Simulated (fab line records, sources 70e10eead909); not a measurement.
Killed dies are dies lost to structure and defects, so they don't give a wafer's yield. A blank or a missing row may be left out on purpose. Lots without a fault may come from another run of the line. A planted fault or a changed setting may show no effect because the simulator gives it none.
Chamber matching | flow nand_harc | NHARC_A_STAIRCASE_DESCUM_11 on rie_diel-13: 4 sister chambers
The step chemistry O2, time 3 s. 4 wafers are shown with their chamber, then 7 later ones without.

WAFERS WITH THEIR CHAMBER
wafer  | chamber | showerhead_plenum_p_Torr (Torr)
L084.1 | 3       | 1.78
L083.4 | 1       | 1.82
L086.1 | 2       | 2.05
L086.2 | 0       | 1.90

WAFERS WITHOUT THEIR CHAMBER
wafer  | showerhead_plenum_p_Torr (Torr)
L086.4 | 1.82
L087.2 | 1.90
L087.3 | 2.05
L087.4 | 1.77
L093.2 | 1.77
L093.3 | 1.90
L093.5 | 1.82

WHICH CHAMBER EACH WENT THROUGH
wafer  | from the rows above | in truth
L086.4 | 1                   | 1
L087.2 | 0                   | 0
L087.3 | 2                   | 2
L087.4 | 3                   | 3
L093.2 | 3                   | 3
L093.3 | 0                   | 0
L093.5 | 1                   | 1
Placed correctly: 7 of 7. Can't be placed from these rows: 0. Placed wrongly: 0.
How it was worked out, from the rows above alone: a wafer's distance from a chamber is the root of the sum, over the readings, of the square of ((its reading less the chamber's mean) divided by the reading's scatter). The wafer belongs to the nearest chamber; if the next one is less than 2 further off, it can't be placed. A chamber's mean is the mean of its shown wafers. The scatter: with one shown wafer a chamber, the root of the mean of the squares of how far each hidden wafer lies from its nearest shown one.
